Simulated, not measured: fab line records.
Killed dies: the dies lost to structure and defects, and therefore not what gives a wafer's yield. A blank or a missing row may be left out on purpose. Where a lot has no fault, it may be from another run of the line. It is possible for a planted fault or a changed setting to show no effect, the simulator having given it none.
fab line records | flow nandHarc | part 1 of 2: steps 1 to 22 of 34
record: lots: 5 wafers: 15 lastDay: 25
route steps=1159 shown P_ZERO_WELL@5
lots untouched by any fault: they come from a run of this same line in which no faults occurred
startH: the number of hours between the record's first day and the start of the first shown wafer of the lot | waitH: hours from the lot's prior step to this one | " the same as in the row above | L1.1+2: several wafers, shown together as one row | - either no value or no given start | * or withheld: withheld | < > ~ a bound
route shown NAME@n: names a module that has steps shown in the file, with the first one's number in the route | usual: average and standard deviation across the fault-free wafers | same: alike in all rows | chamber/n: place in a boat | sites: per-site readings | _std_site: the standard deviation of these | _edge_site: the outer-site mean with the inner-site mean subtracted | radiusMm: for every site, how far away it sits from the centre of the wafer | mask NAME#n: copy n | behind: the last tool/chamber to shape the wafer | hold: cause of the lot's hold/its duration in hours/its outcome | device: transistor that didn't switch, given as n, p or np | end of line: the same wafers' tests at the end of the route | where a step has no rows: the recipe by itself | killed: dies lost to structure and defects at the first sort, not the wafer's yield | map: a wafer's dies, x killed, . not, _ none there
set.NAME: the setting that was run; set.NAME@STEP: the one run at that earlier step | model.NAME: the simulator's own value behind a step, which no gauge read
certain route steps with their lots: each step a table, each wafer a row
services: the hour from which a tool's chamber was out of use, counted from the record's first day as startH (under 0 if before that day), plus the number of hours and why
== steps ==
step: NHARC_P_ZERO_WELL_DEHYDRATE_03
recipe: tempC: 150 timeS: 120
usual: exhaustPa: 45.1/1 plateTempC: 150.00/0.14
same: timeS: 120
columns lot.wafer tool chamber startH waitH exhaustPa plateTempC
L075.1 lithoTrack-05 0 18.80 - 46.9 150.32
L075.4 " 0 " " 46.5 150.26
L075.5 " 0 " " 46.9 150.05
L081.2 lithoTrack-07 0 54.81 - 46.3 150.00
L081.5 " 0 " " 46.3 150.16
L081.6 " 0 " " 46.7 149.93
L091.2 lithoTrack-07 0 114.81 - 46.1 149.76
L091.5 " 0 " " 44.9 150.10
L091.6 " 0 " " 45.2 149.83
L092.2 lithoTrack-07 0 120.80 - 45.0 149.70
L092.3 " 0 " " 45.3 149.97
L092.4 " 0 " " 46.1 149.85
L095.3 lithoTrack-05 0 138.80 - 45.6 149.85
L095.4 " 0 " " 47.0 149.89
L095.5 " 0 " " 44.8 150.03
step: NHARC_P_ZERO_WELL_HMDS_04
recipe: timeS: 30
usual: exhaustPa: 45.2/0.92
same: timeS: 30
columns lot.wafer tool chamber startH waitH exhaustPa
L075.1 lithoTrack-05 0 - - 46.5
L075.4 " 0 " " 45.2
L075.5 " 0 " " 45.5
L081.2 lithoTrack-07 0 - - 44.7
L081.5 " 0 " " 45.0
L081.6 " 0 " " 45.6
L091.2 lithoTrack-07 0 - - 45.4
L091.5 " 0 " " 46.0
L091.6 " 0 " " 46.1
L092.2 lithoTrack-07 0 - - 45.8
L092.3 " 0 " " 46.1
L092.4 " 0 " " 44.4
L095.3 lithoTrack-05 0 - - 47.7
L095.4 " 0 " " 45.6
L095.5 " 0 " " 44.8
step: NHARC_P_ZERO_WELL_COAT_64
recipe: tempC: 200 timeS: 65
usual: exhaustPa: 45.0/0.79 plateTempC: 200.01/0.17
same: timeS: 65
columns lot.wafer tool chamber startH waitH exhaustPa plateTempC
L075.1 lithoTrack-05 0 - - 46.0 199.87
L075.4 " 0 " " 46.6 199.61
L075.5 " 0 " " 45.7 199.77
L081.2 lithoTrack-07 0 - - 46.1 200.02
L081.5 " 0 " " 46.2 199.88
L081.6 " 0 " " 46.0 200.08
L091.2 lithoTrack-07 0 - - 44.2 199.96
L091.5 " 0 " " 43.6 199.86
L091.6 " 0 " " 43.6 200.28
L092.2 lithoTrack-07 0 - - 45.1 199.82
L092.3 " 0 " " 44.4 199.95
L092.4 " 0 " " 44.8 199.91
L095.3 lithoTrack-05 0 - - 44.7 199.94
L095.4 " 0 " " 45.0 200.26
L095.5 " 0 " " 45.1 199.93
step: NHARC_P_ZERO_WELL_COAT_05
recipe: spinRpm: 2000 resistThkNm: 600
usual: exhaustPa: 44.9/0.96
columns lot.wafer tool chamber startH waitH exhaustPa
L075.1 lithoTrack-05 0 - - 44.0
L075.4 " 0 " " 44.3
L075.5 " 0 " " 44.3
L081.2 lithoTrack-07 0 - - 44.3
L081.5 " 0 " " 44.8
L081.6 " 0 " " 43.4
L091.2 lithoTrack-07 0 - - 45.9
L091.5 " 0 " " 45.7
L091.6 " 0 " " 44.4
L092.2 lithoTrack-07 0 - - 46.1
L092.3 " 0 " " 46.5
L092.4 " 0 " " 46.9
L095.3 lithoTrack-05 0 - - 46.5
L095.4 " 0 " " 46.2
L095.5 " 0 " " 45.2
step: NHARC_P_ZERO_WELL_SOFTBAKE_06
recipe: tempC: 125 timeS: 70
usual: exhaustPa: 45.0/0.8 plateTempC: 124.99/0.13
same: timeS: 70
columns lot.wafer tool chamber startH waitH exhaustPa plateTempC
L075.1 lithoTrack-05 0 - - 44.5 124.89
L075.4 " 0 " " 44.8 124.76
L075.5 " 0 " " 45.5 124.82
L081.2 lithoTrack-07 0 - - 46.3 124.87
L081.5 " 0 " " 46.9 125.03
L081.6 " 0 " " 45.5 124.77
L091.2 lithoTrack-07 0 - - 45.2 125.07
L091.5 " 0 " " 46.7 125.24
L091.6 " 0 " " 44.9 125.09
L092.2 lithoTrack-07 0 - - 45.4 124.95
L092.3 " 0 " " 45.3 125.10
L092.4 " 0 " " 44.4 125.00
L095.3 lithoTrack-05 0 - - 44.5 125.05
L095.4 " 0 " " 45.0 124.89
L095.5 " 0 " " 43.8 124.98
step: NHARC_P_ZERO_WELL_EBR_07
usual: exhaustPa: 44.8/0.85
columns lot.wafer tool chamber startH waitH exhaustPa
L075.1 lithoTrack-05 0 - - 45.4
L075.4 " 0 " " 44.5
L075.5 " 0 " " 43.3
L081.2 lithoTrack-07 0 - - 44.2
L081.5 " 0 " " 44.2
L081.6 " 0 " " 44.8
L091.2 lithoTrack-07 0 - - 43.6
L091.5 " 0 " " 45.1
L091.6 " 0 " " 44.5
L092.2 lithoTrack-07 0 - - 44.4
L092.3 " 0 " " 45.6
L092.4 " 0 " " 44.6
L095.3 lithoTrack-05 0 - - 43.7
L095.4 " 0 " " 44.5
L095.5 " 0 " " 44.0
step: NHARC_P_ZERO_WELL_EXPOSE_08
recipe: na: 0.55 targetCdNm: 500 doseMj: 33.8 maskId: P_ZERO
columns lot.wafer tool chamber startH waitH mask
L075.1+4+5 krfScanner-04 0 19.09 - P_ZERO#0
L081.2+5+6 krfScanner-01 0 55.11 - P_ZERO#0
L091.2+5+6 krfScanner-03 0 115.10 - P_ZERO#0
L092.2+3+4 krfScanner-03 0 120.97 - P_ZERO#0
L095.3+4+5 krfScanner-04 0 138.98 - P_ZERO#0
step: NHARC_P_ZERO_WELL_PEB_09
recipe: pebTempC: 128 pebTimeS: 80
usual: exhaustPa: 44.9/0.91 plateTempC: 127.99/0.14
same: pebTimeS: 80
columns lot.wafer tool chamber startH waitH exhaustPa plateTempC
L075.1 lithoTrack-02 0 19.15 0.1 44.8 128.01
L075.4 " 0 " " 45.7 127.99
L075.5 " 0 " " 45.6 128.02
L081.2 lithoTrack-05 0 55.17 0.1 45.6 127.78
L081.5 " 0 " " 45.9 127.85
L081.6 " 0 " " 44.7 127.74
L091.2 lithoTrack-05 0 115.17 0.1 44.9 128.19
L091.5 " 0 " " 44.6 128.15
L091.6 " 0 " " 46.2 128.07
L092.2 lithoTrack-02 0 121.03 0.1 45.2 128.07
L092.3 " 0 " " 47.8 128.07
L092.4 " 0 " " 45.1 128.05
L095.3 lithoTrack-02 0 139.03 0.1 44.2 127.88
L095.4 " 0 " " 44.0 128.06
L095.5 " 0 " " 44.5 128.09
step: NHARC_P_ZERO_WELL_DEVELOP_10
recipe: timeS: 50 devTempC: 22
usual: exhaustPa: 44.9/0.99
same: timeS: 50
columns lot.wafer tool chamber startH waitH exhaustPa
L075.1 lithoTrack-02 0 - - 45.4
L075.4 " 0 " " 45.1
L075.5 " 0 " " 44.1
L081.2 lithoTrack-05 0 - - 43.9
L081.5 " 0 " " 43.7
L081.6 " 0 " " 44.8
L091.2 lithoTrack-05 0 - - 44.8
L091.5 " 0 " " 44.2
L091.6 " 0 " " 44.5
L092.2 lithoTrack-02 0 - - 43.7
L092.3 " 0 " " 43.0
L092.4 " 0 " " 44.0
L095.3 lithoTrack-02 0 - - 45.5
L095.4 " 0 " " 45.1
L095.5 " 0 " " 44.7
step: NHARC_P_ZERO_WELL_CD_MEAS_11
recipe: targetCdNm: 500 landingEnergyEv: 500
usual: cdNm: 500.9/1.7
same: landingEnergyEv: 500
columns lot.wafer tool chamber startH waitH cdNm
L075.1 cdSem-01 0 19.24 - 501.3
L075.4 " 0 " " 499.4
L075.5 " 0 " " 501.2
L081.2 cdSem-03 0 55.25 - 503.0
L081.5 " 0 " " 505.3
L081.6 " 0 " " 501.2
L091.2 cdSem-01 0 115.25 - 500.7
L091.5 " 0 " " 501.4
L091.6 " 0 " " 500.5
L092.2 cdSem-03 0 121.12 - 500.1
L092.3 " 0 " " 500.8
L092.4 " 0 " " 500.9
L095.3 cdSem-03 0 139.12 - 498.9
L095.4 " 0 " " 501.5
L095.5 " 0 " " 499.9
step: NHARC_P_ZERO_WELL_HARDBAKE_12
recipe: tempC: 118 timeS: 65
usual: exhaustPa: 45.0/0.95 plateTempC: 118.00/0.14
same: timeS: 65
columns lot.wafer tool chamber startH waitH exhaustPa plateTempC
L075.1 lithoTrack-02 0 19.32 - 45.3 118.11
L075.4 " 0 " " 44.2 118.11
L075.5 " 0 " " 45.5 117.90
L081.2 lithoTrack-02 0 55.33 - 43.9 118.16
L081.5 " 0 " " 44.3 118.31
L081.6 " 0 " " 43.9 118.13
L091.2 lithoTrack-07 0 115.33 - 45.3 118.12
L091.5 " 0 " " 45.4 118.21
L091.6 " 0 " " 44.8 117.83
L092.2 lithoTrack-07 0 121.20 - 45.5 117.92
L092.3 " 0 " " 45.5 118.06
L092.4 " 0 " " 46.2 118.08
L095.3 lithoTrack-07 0 139.20 - 46.4 117.88
L095.4 " 0 " " 44.4 117.86
L095.5 " 0 " " 46.8 117.83
step: NHARC_P_ZERO_WELL_DESCUM_13
recipe: timeS: 3 o2FlowSccm: 200 arFlowSccm: 0 biasPowerW: 0 chemistry: O2
usual: drypumpMotorCurrentA: 5.8/0.35 o2FlowSccm: 200.0/0.56 oesProductAu: 0.998/0.01 rfVppV: 57.9/0.9 showerheadPlenumPTorr: 1.94/0.089 throttleValvePct: 11.311/0.0087
same: timeS: 3
columns lot.wafer tool chamber startH waitH drypumpMotorCurrentA o2FlowSccm oesProductAu rfHoursCounterH rfVppV showerheadPlenumPTorr throttleValvePct
L075.4 rieDiel-02 1 19.39 - 5.9 199.6 1.011 3 58.1 1.78 11.296
L075.1 " 0 " " 5.7 200.3 0.992 2 58.7 2.01 11.300
L075.5 " 1 " " 5.9 199.6 1.002 - 57.3 1.78 11.306
L081.2 rieDiel-09 0 55.43 - 6.2 200.1 0.982 10 59.0 2.02 11.318
L081.6 " 1 " " 6.1 200.7 0.995 - 58.4 2.04 11.296
L081.5 " 2 " " 5.2 199.8 0.977 - 57.4 1.81 11.316
L091.2 rieDiel-09 2 115.43 - 5.2 200.8 0.996 1 59.4 1.81 11.310
L091.6 " 0 " " 6.2 199.6 1.003 - 58.7 2.02 11.300
L091.5 " 1 " " 6.1 199.9 0.990 - 57.2 2.04 11.303
L092.4 rieDiel-09 2 121.27 - 5.3 200.1 0.997 1 57.7 1.81 11.314
L092.2 " 3 " " 6.0 200.6 1.017 1 58.7 1.95 11.306
L092.3 " 0 " " 6.2 200.0 0.999 1 58.6 2.02 11.317
L095.3 rieDiel-09 1 139.30 - 6.1 199.6 0.990 2 58.6 2.04 11.317
L095.4 " 2 " " 5.3 200.2 1.005 1 59.0 1.81 11.306
L095.5 " 0 " " 6.2 199.4 0.995 - 57.2 2.02 11.292
step: NHARC_P_ZERO_WELL_ETCH_65
recipe: targetDepthA: 800 overetchA: 240 timeS: 87.88 ionEnergyEv: 200 n2FlowSccm: 150 h2FlowSccm: 150 arFlowSccm: 0 rfW: 400 biasW: 150 chemistry: N2/H2
usual: drypumpMotorCurrentA: 5.8/0.35 oesProductAu: 0.998/0.0098 rfVppV: 431.2/2.8 showerheadPlenumPTorr: 2.07/0.096 throttleValvePct: 14.171/0.0093
same: timeS: 87.88
columns lot.wafer tool chamber startH waitH drypumpMotorCurrentA oesProductAu rfHoursCounterH rfVppV showerheadPlenumPTorr throttleValvePct
L075.1 rieDiel-02 0 19.48 0.1 5.7 0.989 3 432.7 2.15 14.165
L075.4 " 1 " " 5.9 0.991 3 425.8 1.90 14.167
L075.5 " 1 " " 5.9 1.009 - 426.3 1.90 14.165
L081.2 rieDiel-09 0 55.50 0.1 6.2 0.995 10 433.1 2.16 14.169
L081.5 " 3 " " 6.0 0.997 - 430.9 2.08 14.174
L081.6 " 0 " " 6.3 1.004 - 432.7 2.16 14.179
L091.2 rieDiel-09 0 115.50 0.1 6.3 0.995 1 434.0 2.16 14.175
L091.5 " 0 " " 6.2 0.986 - 434.2 2.16 14.177
L091.6 " 1 " " 6.1 0.994 - 433.1 2.18 14.183
L092.2 rieDiel-09 3 121.36 0.1 6.0 1.005 1 430.8 2.08 14.174
L092.4 " 1 " " 6.1 1.000 1 435.0 2.18 14.162
L092.3 " 2 " " 5.3 0.992 1 427.6 1.93 14.184
L095.4 rieDiel-09 1 139.37 0.1 6.1 1.000 2 433.4 2.18 14.162
L095.3 " 2 " " 5.2 1.010 1 428.6 1.93 14.154
L095.5 " 1 " " 6.1 0.995 - 433.6 2.18 14.167
step: NHARC_P_ZERO_WELL_ETCH_62
recipe: targetDepthA: 130 timeS: 6.5 chf3FlowSccm: 50 arFlowSccm: 200 rfW: 500 biasW: 200 chemistry: CHF3/Ar
usual: drypumpMotorCurrentA: 5.8/0.35 oesProductAu: 0.962/0.017 rfVppV: 371.2/2.5 showerheadPlenumPTorr: 2.37/0.1 throttleValvePct: 20.217/0.0095
same: timeS: 6.5
columns lot.wafer tool chamber startH waitH drypumpMotorCurrentA oesProductAu rfHoursCounterH rfVppV showerheadPlenumPTorr throttleValvePct
L075.4 rieDiel-02 1 - - 5.9 0.964 3 366.3 2.19 20.217
L075.1 " 3 " " 5.6 0.975 4 369.1 2.31 20.216
L075.5 " 2 " " 5.4 0.914 - 374.0 2.49 20.214
L081.2 rieDiel-09 0 - - 6.2 0.969 10 374.7 2.47 20.214
L081.5 " 0 " " 6.2 0.962 - 372.6 2.47 20.209
L081.6 " 1 " " 6.1 0.945 - 373.9 2.50 20.197
L091.2 rieDiel-09 0 - - 6.2 0.945 1 373.4 2.47 20.219
L091.5 " 3 " " 6.0 0.980 - 371.2 2.39 20.232
L091.6 " 0 " " 6.2 0.956 - 374.2 2.47 20.229
L092.2 rieDiel-09 0 - - 6.2 0.977 1 372.8 2.47 20.217
L092.3 " 1 " " 6.1 0.977 1 373.8 2.50 20.208
L092.4 " 3 " " 6.0 0.974 1 370.6 2.39 20.223
L095.4 rieDiel-09 1 - - 6.1 0.961 2 371.3 2.50 20.211
L095.3 " 0 " " 6.2 0.959 2 372.2 2.47 20.208
L095.5 " 1 " " 6.1 0.966 - 373.4 2.50 20.233
step: NHARC_P_ZERO_WELL_ETCH_63
recipe: targetDepthA: 1200 timeS: 40.1 hbrFlowSccm: 150 cl2FlowSccm: 50 rfW: 400 icpW: 400 biasW: 100 chemistry: HBr/Cl2
usual: drypumpMotorCurrentA: 6.0/0.46 oesProductAu: 1.000/0.011 throttleValvePct: 26.406/0.0089
same: timeS: 40.1
columns lot.wafer tool chamber startH waitH drypumpMotorCurrentA oesProductAu rfHoursCounterH throttleValvePct
L075.4 rieSi-03 0 19.66 - 6.4 0.999 0.4 26.408
L075.1 " 3 " " 6.6 0.981 0.4 26.407
L075.5 " 0 " " 6.4 0.992 - 26.408
L081.2 rieSi-06 3 55.70 - 6.2 0.999 0.3 26.406
L081.5 " 0 " " 5.3 1.013 - 26.407
L081.6 " 3 " " 6.1 0.992 - 26.392
L091.2 rieSi-03 3 115.70 - 6.6 1.001 1.1 26.405
L091.5 " 1 " " 5.4 1.008 - 26.412
L091.6 " 2 " " 6.0 1.008 - 26.400
L092.4 rieSi-06 0 121.53 - 5.3 1.007 0.9 26.407
L092.3 " 2 " " 5.6 0.987 0.9 26.427
L092.2 " 3 " " 6.1 0.992 0.8 26.398
L095.4 rieSi-06 2 139.54 - 5.6 0.986 1.0 26.403
L095.3 " 1 " " 6.1 0.994 1.0 26.405
L095.5 " 3 " " 6.2 0.995 - 26.380
step: NHARC_P_ZERO_WELL_STRIP_15
recipe: timeS: 900 tempC: 130 chemistry: SPM
same: timeS: 900
columns lot.wafer tool chamber startH waitH
L075.4+1+5 wetBench-03 2,3,7 19.81 -
L081.6+5+2 wetBench-02 5,6,7 55.87 -
L091.2+6+5 wetBench-06 4,5,7 115.84 -
L092.2+3+4 wetBench-06 2,4,7 121.68 -
L095.5+3+4 wetBench-02 7,2,3 139.69 -
step: NHARC_P_ZERO_WELL_DEHYDRATE_16
recipe: tempC: 150 timeS: 120
usual: exhaustPa: 45.1/0.91 plateTempC: 150.02/0.14
same: timeS: 120
columns lot.wafer tool chamber startH waitH exhaustPa plateTempC
L075.1 lithoTrack-05 0 20.16 - 44.8 149.96
L075.4 " 0 " " 45.4 150.07
L075.5 " 0 " " 44.3 149.98
L081.2 lithoTrack-07 0 56.19 - 43.7 149.96
L081.5 " 0 " " 44.5 149.90
L081.6 " 0 " " 44.3 149.79
L091.2 lithoTrack-07 0 116.17 - 45.5 150.14
L091.5 " 0 " " 45.0 150.08
L091.6 " 0 " " 47.0 150.26
L092.2 lithoTrack-07 0 122.03 - 45.5 149.80
L092.3 " 0 " " 44.7 149.97
L092.4 " 0 " " 45.7 149.98
L095.3 lithoTrack-05 0 140.04 - 45.3 150.01
L095.4 " 0 " " 45.3 149.99
L095.5 " 0 " " 45.4 149.84
step: NHARC_P_ZERO_WELL_HMDS_17
recipe: timeS: 30
usual: exhaustPa: 45.0/0.9
same: timeS: 30
columns lot.wafer tool chamber startH waitH exhaustPa
L075.1 lithoTrack-05 0 - - 45.7
L075.4 " 0 " " 45.3
L075.5 " 0 " " 45.8
L081.2 lithoTrack-07 0 - - 45.1
L081.5 " 0 " " 43.5
L081.6 " 0 " " 44.1
L091.2 lithoTrack-07 0 - - 47.0
L091.5 " 0 " " 44.6
L091.6 " 0 " " 45.0
L092.2 lithoTrack-07 0 - - 44.9
L092.3 " 0 " " 46.2
L092.4 " 0 " " 46.2
L095.3 lithoTrack-05 0 - - 44.9
L095.4 " 0 " " 44.9
L095.5 " 0 " " 46.0
step: NHARC_P_ZERO_WELL_COAT_18
recipe: spinRpm: withheld
usual: exhaustPa: 45.0/0.89
columns lot.wafer tool chamber startH waitH exhaustPa
L075.1 lithoTrack-05 0 - - 45.1
L075.4 " 0 " " 46.5
L075.5 " 0 " " 45.5
L081.2 lithoTrack-07 0 - - 42.9
L081.5 " 0 " " 45.0
L081.6 " 0 " " 44.5
L091.2 lithoTrack-07 0 - - 44.2
L091.5 " 0 " " 44.0
L091.6 " 0 " " 43.0
L092.2 lithoTrack-07 0 - - 44.9
L092.3 " 0 " " 44.8
L092.4 " 0 " " 44.4
L095.3 lithoTrack-05 0 - - 45.4
L095.4 " 0 " " 46.7
L095.5 " 0 " " 46.4
step: NHARC_P_ZERO_WELL_SOFTBAKE_19
recipe: tempC: 122 timeS: 95
usual: exhaustPa: 45.1/0.81 plateTempC: 122.00/0.15
same: timeS: 95
columns lot.wafer tool chamber startH waitH exhaustPa plateTempC
L075.1 lithoTrack-05 0 - - 45.2 122.03
L075.4 " 0 " " 45.7 122.16
L075.5 " 0 " " 45.0 121.94
L081.2 lithoTrack-07 0 - - 45.1 121.81
L081.5 " 0 " " 45.3 121.92
L081.6 " 0 " " 44.9 122.15
L091.2 lithoTrack-07 0 - - 46.0 121.88
L091.5 " 0 " " 45.7 121.82
L091.6 " 0 " " 45.8 121.82
L092.2 lithoTrack-07 0 - - 44.9 121.89
L092.3 " 0 " " 44.6 122.30
L092.4 " 0 " " 44.6 121.93
L095.3 lithoTrack-05 0 - - 44.4 122.09
L095.4 " 0 " " 46.5 122.04
L095.5 " 0 " " 46.2 121.86
step: NHARC_P_ZERO_WELL_EBR_20
usual: exhaustPa: 45.0/0.91
columns lot.wafer tool chamber startH waitH exhaustPa
L075.1 lithoTrack-05 0 - - 45.4
L075.4 " 0 " " 45.0
L075.5 " 0 " " 44.5
L081.2 lithoTrack-07 0 - - 44.1
L081.5 " 0 " " 43.6
L081.6 " 0 " " 43.7
L091.2 lithoTrack-07 0 - - 45.2
L091.5 " 0 " " 46.3
L091.6 " 0 " " 46.3
L092.2 lithoTrack-07 0 - - 44.5
L092.3 " 0 " " 42.9
L092.4 " 0 " " 43.7
L095.3 lithoTrack-05 0 - - 45.2
L095.4 " 0 " " 45.2
L095.5 " 0 " " 44.2
step: NHARC_P_ZERO_WELL_EXPOSE_21
recipe: na: 0.6 targetCdNm: 720 doseMj: 22.31 maskId: P_NWELL
columns lot.wafer tool chamber startH waitH mask
L075.1+4+5 krfScanner-03 0 20.43 - P_NWELL#0
L081.2+5+6 krfScanner-04 0 56.47 - P_NWELL#0
L091.2+5+6 krfScanner-03 0 116.45 - P_NWELL#0
L092.2+3+4 krfScanner-04 0 122.31 - P_NWELL#0
L095.3+4+5 krfScanner-03 0 140.20 - P_NWELL#0
